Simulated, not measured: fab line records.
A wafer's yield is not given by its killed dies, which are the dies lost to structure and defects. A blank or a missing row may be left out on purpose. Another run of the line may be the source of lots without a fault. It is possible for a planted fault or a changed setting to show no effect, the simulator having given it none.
Lot-split experiment || flow n5-finfet || 21 wafers read across 7 lots, on a route 1938 steps long

== ON THE SPLIT ==
At N5_GATE_CUT_DESCUM_18 (chemistry O2, time 7 s), the setting time-s was moved away from the recipe's 7 s on 8 of the 21 wafers read, by -20.7% to +16.2%. For the rest of the wafers, this setting stayed at what the recipe calls for.

Between the split and the reading, the file records no step.

== THE READING ==
CAR-EUV_of_GATE_CUT_COAT_07.thk-nm (the simulator's own value, which no gauge read), in nm, at N5_GATE_CUT_ETCH_28 (etches underlayer in N2/H2, target depth 13 nm, time 10.4 s). There is no usual value for it anywhere in the file. Here, 13 wafers ran the recipe; their average is 14.5 nm with a standard deviation of 0.1 nm.

{"wafer": "L086.3", "tool, chamber at the split": "rie-diel-02, 3,2", "time-s as run, s": 7, "against the recipe": "recipe", "CAR-EUV_of_GATE_CUT_COAT_07.thk-nm, nm": 14.4, "against lot-mates on the recipe": "-"}
{"wafer": "L086.4", "tool, chamber at the split": "rie-diel-02, 3,2", "time-s as run, s": 7, "against the recipe": "recipe", "CAR-EUV_of_GATE_CUT_COAT_07.thk-nm, nm": 14.6, "against lot-mates on the recipe": "-"}
{"wafer": "L086.6", "tool, chamber at the split": "rie-diel-02, 0", "time-s as run, s": 5.554, "against the recipe": "-20.7%", "CAR-EUV_of_GATE_CUT_COAT_07.thk-nm, nm": 15.4, "against lot-mates on the recipe": "+0.9"}
{"wafer": "L087.1", "tool, chamber at the split": "rie-diel-02, 3", "time-s as run, s": 8.131, "against the recipe": "+16.2%", "CAR-EUV_of_GATE_CUT_COAT_07.thk-nm, nm": 14, "against lot-mates on the recipe": -0.6}
{"wafer": "L087.3", "tool, chamber at the split": "rie-diel-02, 0", "time-s as run, s": 7, "against the recipe": "recipe", "CAR-EUV_of_GATE_CUT_COAT_07.thk-nm, nm": 14.6, "against lot-mates on the recipe": "-"}
{"wafer": "L087.6", "tool, chamber at the split": "rie-diel-02, 3", "time-s as run, s": 8.131, "against the recipe": "+16.2%", "CAR-EUV_of_GATE_CUT_COAT_07.thk-nm, nm": 13.8, "against lot-mates on the recipe": -0.8}
{"wafer": "L088.3", "tool, chamber at the split": "rie-diel-02, 3", "time-s as run, s": 7, "against the recipe": "recipe", "CAR-EUV_of_GATE_CUT_COAT_07.thk-nm, nm": 14.6, "against lot-mates on the recipe": "-"}
{"wafer": "L088.5", "tool, chamber at the split": "rie-diel-02, 0", "time-s as run, s": 7, "against the recipe": "recipe", "CAR-EUV_of_GATE_CUT_COAT_07.thk-nm, nm": 14.6, "against lot-mates on the recipe": "-"}
{"wafer": "L088.4", "tool, chamber at the split": "rie-diel-02, 3", "time-s as run, s": 5.946, "against the recipe": "-15.1%", "CAR-EUV_of_GATE_CUT_COAT_07.thk-nm, nm": 15, "against lot-mates on the recipe": "+0.4"}
{"wafer": "L090.1", "tool, chamber at the split": "rie-diel-05, 1", "time-s as run, s": 6.119, "against the recipe": "-12.6%", "CAR-EUV_of_GATE_CUT_COAT_07.thk-nm, nm": 14.8, "against lot-mates on the recipe": "+0.3"}
{"wafer": "L090.5", "tool, chamber at the split": "rie-diel-05, 3,2", "time-s as run, s": 7, "against the recipe": "recipe", "CAR-EUV_of_GATE_CUT_COAT_07.thk-nm, nm": 14.6, "against lot-mates on the recipe": "-"}
{"wafer": "L090.6", "tool, chamber at the split": "rie-diel-05, 3,2", "time-s as run, s": 7, "against the recipe": "recipe", "CAR-EUV_of_GATE_CUT_COAT_07.thk-nm, nm": 14.4, "against lot-mates on the recipe": "-"}
{"wafer": "L093.2", "tool, chamber at the split": "rie-diel-04, 2", "time-s as run, s": 7.837, "against the recipe": "+12.0%", "CAR-EUV_of_GATE_CUT_COAT_07.thk-nm, nm": 14.2, "against lot-mates on the recipe": -0.4}
{"wafer": "L093.4", "tool, chamber at the split": "rie-diel-04, 2", "time-s as run, s": 7.837, "against the recipe": "+12.0%", "CAR-EUV_of_GATE_CUT_COAT_07.thk-nm, nm": 14.2, "against lot-mates on the recipe": -0.4}
{"wafer": "L093.5", "tool, chamber at the split": "rie-diel-04, 1", "time-s as run, s": 7, "against the recipe": "recipe", "CAR-EUV_of_GATE_CUT_COAT_07.thk-nm, nm": 14.6, "against lot-mates on the recipe": "-"}
{"wafer": "L096.1", "tool, chamber at the split": "rie-diel-02, 2", "time-s as run, s": 6.147, "against the recipe": "-12.2%", "CAR-EUV_of_GATE_CUT_COAT_07.thk-nm, nm": 15, "against lot-mates on the recipe": "+0.6"}
{"wafer": "L096.2", "tool, chamber at the split": "rie-diel-02, 0,3", "time-s as run, s": 7, "against the recipe": "recipe", "CAR-EUV_of_GATE_CUT_COAT_07.thk-nm, nm": 14.4, "against lot-mates on the recipe": "-"}
{"wafer": "L096.6", "tool, chamber at the split": "rie-diel-02, 0,3", "time-s as run, s": 7, "against the recipe": "recipe", "CAR-EUV_of_GATE_CUT_COAT_07.thk-nm, nm": 14.4, "against lot-mates on the recipe": "-"}
{"wafer": "L097.4", "tool, chamber at the split": "rie-diel-05, 0,0,3", "time-s as run, s": 7, "against the recipe": "recipe", "CAR-EUV_of_GATE_CUT_COAT_07.thk-nm, nm": 14.4, "against lot-mates on the recipe": "-"}
{"wafer": "L097.5", "tool, chamber at the split": "rie-diel-05, 0,0,3", "time-s as run, s": 7, "against the recipe": "recipe", "CAR-EUV_of_GATE_CUT_COAT_07.thk-nm, nm": 14.4, "against lot-mates on the recipe": "-"}
{"wafer": "L097.6", "tool, chamber at the split": "rie-diel-05, 0,0,3", "time-s as run, s": 7, "against the recipe": "recipe", "CAR-EUV_of_GATE_CUT_COAT_07.thk-nm, nm": 14.6, "against lot-mates on the recipe": "-"}
If several chambers appear in one row, that row covers several wafers at once and the file leaves open which wafer was in which chamber.

FIT RESULTS
A straight line over all 21 wafers: CAR-EUV_of_GATE_CUT_COAT_07.thk-nm changes by -0.0353 nm for each +1% of time-s; r = -0.95; the points scatter about the line by 0.11 nm.
The same after taking each lot's own level away (the mean of its wafers on the recipe; 21 wafers): -0.0384 nm for each +1%; r = -0.96; scatter 0.1 nm.
The reading moves by 0.79 nm for the largest change in time-s, on that fit.
Measured against the standard deviation above, the lots' own levels, which go from 14.40 to 14.60 nm, span 2.0 times it.
So the lot-to-lot level changes the slope little: the two slopes agree.
Check: for one of the wafers moved furthest among these (-20.7%), held out of the fit, the line's prediction against its lot-mates is +0.74 nm. It came out at +0.9 nm against them.

== THESE WAFERS: OTHER SPLITS ==
Other splits were also applied to these wafers ahead of the reading. Each is held against what the fit with the lots' levels taken away leaves over:
{"other split on the same wafers": "N5_SD_EPI_N_DESCUM_14 time-s", "wafers away from the commonest value": 9, "r with CAR-EUV_of_GATE_CUT_COAT_07.thk-nm (lot level and that fit taken away)": "+0.14"}
{"other split on the same wafers": "N5_SDB_COAT_04 spin-rpm", "wafers away from the commonest value": 7, "r with CAR-EUV_of_GATE_CUT_COAT_07.thk-nm (lot level and that fit taken away)": -0.03}
{"other split on the same wafers": "N5_SDB_ETCH_18 source-w", "wafers away from the commonest value": 4, "r with CAR-EUV_of_GATE_CUT_COAT_07.thk-nm (lot level and that fit taken away)": -0.25}
{"other split on the same wafers": "N5_HKMG_FIN_ETCH_55 bias-w", "wafers away from the commonest value": 5, "r with CAR-EUV_of_GATE_CUT_COAT_07.thk-nm (lot level and that fit taken away)": -0.05}

== THE WHOLE CHAIN: every reading that the file lists as answering this split, in the file's order ==
{"step": "N5_GATE_CUT_DESCUM_18", "what it does": "chemistry O2, time 7 s", "reading": "CAR-EUV_of_GATE_CUT_COAT_07.thk-nm (the simulator's own value, which no gauge read)", "change (the file's fit)": "-0.039 nm for each +1% of the setting", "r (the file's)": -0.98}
{"step": "N5_GATE_CUT_ETCH_28", "what it does": "etches underlayer in N2/H2, target depth 13 nm, time 10.4 s", "reading": "CAR-EUV_of_GATE_CUT_COAT_07.thk-nm (the simulator's own value, which no gauge read)", "change (the file's fit)": "-0.038 nm for each +1% of the setting", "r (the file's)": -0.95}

== THE FILE'S OWN FIT ==
CAR-EUV_of_GATE_CUT_COAT_07.thk-nm changes by -0.038 nm for each +1% of time-s, r = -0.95.
